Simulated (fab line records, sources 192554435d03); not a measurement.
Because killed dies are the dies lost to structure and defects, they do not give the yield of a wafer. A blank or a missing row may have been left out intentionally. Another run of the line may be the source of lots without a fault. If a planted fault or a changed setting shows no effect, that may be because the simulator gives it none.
What tool caused it?	flow n5 finfet	25 wafers from 9 lots sampled at 5 of the route's 1938 steps

WHAT THE GAUGES READ, wafer by wafer
N5_BEOL_M4_RC_MEAS_101. Usual: DIBL_N 36.3 mV/V, standard deviation 1.7; DIBL_P 36.0 mV/V, standard deviation 1.9; IOFF_N 0.156 nA/um, standard deviation 0.028; IOFF_P 0.21 nA/um, standard deviation 0.036; ION_N 675 uA/um, standard deviation 11; ION_P 463 uA/um, standard deviation 7.8; SS_N 71.6 mV/dec, standard deviation 0.59; SS_P 73.2 mV/dec, standard deviation 0.63; VT_N 250 mV, standard deviation 3.1; VT_P -251 mV, standard deviation 3.4.
lot	measured	on	DIBL_N (mV/V)	DIBL_P (mV/V)	IOFF_N (nA/um)	IOFF_P (nA/um)	ION_N (uA/um)	ION_P (uA/um)	SS_N (mV/dec)	SS_P (mV/dec)	VT_N (mV)	VT_P (mV)	flag
L977	day 8 16:44	prober-02	38.1 34.3 36.9	37.9 32.5 36.6	0.190 0.127 0.170	0.24 0.17 0.22	682 680 688	470 463 466	71.2 70.5 71.9	73.5 72.5 73.9	248 251 250	-252 -256 -253	
L979	day 9 01:55	prober-02	34.2 35.6 36.1	33.5 35.0 34.7	0.128 0.146 0.155	0.19 0.22 0.21	673 661 667	464 457 461	71.0 71.8 71.4	72.3 72.8 72.6	250 252 251	-252 -249 -248	
L981	day 9 18:32	prober-01	37.0 37.8 36.4	37.0 38.1 35.9	0.159 0.195 0.144	0.22 0.26 0.20	675 691 662	461 475 458	71.3 71.4 72.1	73.8 73.9 73.5	248 245 250	-247 -244 -249	
L980	day 9 12:20	prober-01	36.3 37.5	37.5 37.5	0.164 0.196	0.21 0.22	691 695	468 465	72.1 72.2	73.4 74.0	250 247	-250 -251	
L982	day 9 12:40	prober-02	34.3 34.4 38.4	33.5 34.0 38.8	0.128 0.122 0.192	0.16 0.17 0.25	674 663 678	460 451 458	70.8 71.3 72.2	72.6 73.4 74.0	253 252 247	-252 -254 -249	
L987	day 11 10:50	prober-02	36.5 37.8 39.0	35.3 36.8 38.3	0.171 0.193 0.215	0.25 0.26 0.31	693 691 697	481 479 481	72.3 72.7 72.8	73.4 74.0 73.8	246 246 245	-245 -246 -243	
L991	day 11 21:04	prober-02	34.7 34.9 35.6	35.2 35.9 35.2	0.133 0.141 0.151	0.18 0.19 0.18	671 669 667	453 463 458	71.5 71.5 71.8	73.1 73.3 73.2	253 252 254	-251 -254 -253	
L996	day 13 15:16	prober-01	32.7 35.5 33.7	32.4 37.1 34.0	0.120 0.155 0.130	0.14 0.19 0.16	667 666 675	453 458 455	71.0 71.5 70.1	72.6 73.3 72.8	255 254 254	-255 -253 -254	
L997	day 14 08:32	prober-01	36.5 41.0	35.5 40.2	0.142 0.249	0.22 0.32	667 689	466 478	71.1 72.7	72.7 74.6	250 242	-247 -245	

TOOL THAT RAN EACH LOT (tool first, then ch and the chambers of the sampled wafers, then the start)
lot	N5_SD_EPI_N_SD_RECESS_17	N5_SD_EPI_P_ETCH_36	N5_SD_EPI_P_ETCHBACK_46	N5_SD_EPI_P_ETCH_47
L977	rie si-06 ch 0,1,3, day 4 00:20	rie diel-03 ch 1,3, day 4 05:57	rie diel-03 ch 1,3, day 4 06:20	rie diel-03 ch 1,3, day 4 06:26
L979	rie si-01 ch 0,2,3, day 4 09:56	rie diel-04 ch 0,3, day 4 13:44	rie diel-04 ch 0,3, day 4 14:07	rie diel-04 ch 0,3, day 4 14:13
L981	rie si-06 ch 0,1,3, day 4 18:44	rie diel-06 ch 2,3, day 4 23:43	rie diel-06 ch 2,3, day 5 00:05	rie diel-06 ch 2,3, day 5 00:11
L980	rie si-06 ch 0,1, day 4 23:00	rie diel-06 ch 1,3, day 5 03:08	rie diel-06 ch 1,3, day 5 03:31	rie diel-06 ch 1,3, day 5 03:37
L982	rie si-01 ch 0,1,3, day 5 02:53	rie diel-06 ch 2,3, day 5 07:30	rie diel-06 ch 2,3, day 5 07:53	rie diel-06 ch 2,3, day 5 07:59
L987	rie si-01 ch 0,1, day 6 11:16	rie diel-06 ch 0,1,3, day 6 16:53	rie diel-06 ch 0,1,3, day 6 17:16	rie diel-06 ch 0,1,3, day 6 17:22
L991	rie si-01 ch 0,1,3, day 7 06:35	rie diel-04 ch 1,2,3, day 7 11:01	rie diel-04 ch 1,2,3, day 7 11:23	rie diel-04 ch 1,2,3, day 7 11:29
L996	rie si-05 ch 0,2,3, day 8 18:22	rie diel-06 ch 0,1,3, day 8 22:53	rie diel-06 ch 0,1,3, day 8 23:16	rie diel-06 ch 0,1,3, day 8 23:22
L997	rie si-06 ch 0,3, day 8 20:40	rie diel-06 ch 0,3, day 9 00:39	rie diel-06 ch 0,3, day 9 01:02	rie diel-06 ch 0,3, day 9 01:08
- N5_SD_EPI_N_SD_RECESS_17: chemistry HBr/Cl2/O2, target depth 41 nm, time 23.7 s, bt time 3 s.
- N5_SD_EPI_P_ETCH_36: etches SiARC in CF4, target depth 45.5 nm, time 75.8 s.
- N5_SD_EPI_P_ETCHBACK_46: etches SiNx in CH3F/O2, stops on SiO2, target depth 17.5 nm.
- N5_SD_EPI_P_ETCH_47: etches SiOCN in CH3F/O2, target depth 25 nm.

WHAT THE TOOLS THEMSELVES READ (means of the sampled wafers that have a number; where no wafer has one, the mark that the record gives instead)
N5_SD_EPI_N_SD_RECESS_17. Usual: drypump motor current A 5.6 A, standard deviation 0.44; oes product au 0.998 a.u., standard deviation 0.014; throttle valve pct 37.0 %, standard deviation 0.35.
lot	tool	drypump motor current A (A)	oes product au (a.u.)	throttle valve pct (%)	flag
L977	rie si-06	5.6	0.998	36.8	
L979	rie si-01	5.5	0.992	37.0	
L981	rie si-06	5.6	1.000	36.8	
L980	rie si-06	5.4	0.993	36.9	
L982	rie si-01	5.9	0.997	36.9	
L987	rie si-01	5.9	0.997	36.7	
L991	rie si-01	5.9	1.004	36.9	
L996	rie si-05	5.7	0.999	37.1	
L997	rie si-06	5.7	0.998	36.8	

N5_SD_EPI_P_ETCH_36. Usual: drypump motor current A 5.7 A, standard deviation 0.59; etch rf on time s 75.5 s, standard deviation 1.3; oes product au 0.68 a.u., standard deviation 0.089; rf vpp V 184.4 V, standard deviation 1.1; showerhead plenum p Torr 2.17 Torr, standard deviation 0.069; throttle valve pct 15.55 %, standard deviation 0.22.
lot	tool	drypump motor current A (A)	etch rf on time s (s)	oes product au (a.u.)	rf vpp V (V)	showerhead plenum p Torr (Torr)	throttle valve pct (%)	flag
L977	rie diel-03	5.9	74.5	0.61	183.7	2.09	15.84	
L979	rie diel-04	6.1	75.9	0.73	185.6	2.19	15.61	
L981	rie diel-06	5.7	76.1	0.62	183.4	2.13	15.55	
L980	rie diel-06	6.4	74.3	0.65	184.6	2.19	15.63	
L982	rie diel-06	5.8	75.6	0.65	184.2	2.15	15.51	
L987	rie diel-06	6.2	76.2	0.69	184.9	2.18	15.52	
L991	rie diel-04	5.2	75.3	0.73	184.6	2.22	15.34	
L996	rie diel-06	6.2	76.2	0.67	184.7	2.18	15.56	
L997	rie diel-06	6.0	76.1	0.71	184.4	2.17	15.42	

N5_SD_EPI_P_ETCHBACK_46. Usual: drypump motor current A 5.7 A, standard deviation 0.59; oes product au 0.68 a.u., standard deviation 0.084; rf vpp V 297 V, standard deviation 5.6; showerhead plenum p Torr 2.03 Torr, standard deviation 0.07; throttle valve pct 16.30 %, standard deviation 0.2.
lot	tool	drypump motor current A (A)	oes product au (a.u.)	rf vpp V (V)	showerhead plenum p Torr (Torr)	throttle valve pct (%)	flag
L977	rie diel-03	5.9	0.61	292	1.96	16.60	
L979	rie diel-04	6.1	0.72	303	2.05	16.37	
L981	rie diel-06	5.7	0.62	296	1.99	16.28	
L980	rie diel-06	6.3	0.65	294	2.04	16.34	
L982	rie diel-06	5.8	0.65	297	2.01	16.24	
L987	rie diel-06	6.2	0.70	298	2.04	16.27	
L991	rie diel-04	5.2	0.72	296	2.09	16.12	
L996	rie diel-06	6.2	0.68	297	2.04	16.30	
L997	rie diel-06	6.0	0.72	302	2.04	16.20	

N5_SD_EPI_P_ETCH_47. Usual: drypump motor current A 5.7 A, standard deviation 0.59; oes product au 0.79 a.u., standard deviation 0.1; rf vpp V 127.3 V, standard deviation 2.3; showerhead plenum p Torr 2.03 Torr, standard deviation 0.07; throttle valve pct 16.27 %, standard deviation 0.2.
lot	tool	drypump motor current A (A)	oes product au (a.u.)	rf vpp V (V)	showerhead plenum p Torr (Torr)	throttle valve pct (%)	flag
L977	rie diel-03	5.9	0.71	124.3	1.96	16.57	
L979	rie diel-04	6.1	0.85	130.3	2.05	16.34	
L981	rie diel-06	5.7	0.72	127.1	1.99	16.26	
L980	rie diel-06	6.3	0.76	126.2	2.04	16.30	
L982	rie diel-06	5.8	0.76	126.9	2.01	16.22	
L987	rie diel-06	6.2	0.81	126.8	2.04	16.25	
L991	rie diel-04	5.2	0.84	125.8	2.08	16.10	
L996	rie diel-06	6.2	0.79	127.8	2.04	16.29	
L997	rie diel-06	6.0	0.84	130.1	2.04	16.17	

THE ANSWER, worked out from the rows above alone
Rule: a lot counts as off when the mean over its wafers that have a number is more than 3 standard deviations away from the usual mean. Also off: a lot with no number at a reading for which 4 or more lots have one. The other lots that the step has rows for count as sound. The gauges are gone through in route order, then the tools' own readings, and for those a lot's mean is taken as printed above. The first step at which some lot is off is used, and at that step the reading that is off furthest; a lot without a number counts as furthest.
None of the lots is off at any reading shown; this tells nothing.

WHAT HAD BEEN PUT IN BY THE SIMULATOR
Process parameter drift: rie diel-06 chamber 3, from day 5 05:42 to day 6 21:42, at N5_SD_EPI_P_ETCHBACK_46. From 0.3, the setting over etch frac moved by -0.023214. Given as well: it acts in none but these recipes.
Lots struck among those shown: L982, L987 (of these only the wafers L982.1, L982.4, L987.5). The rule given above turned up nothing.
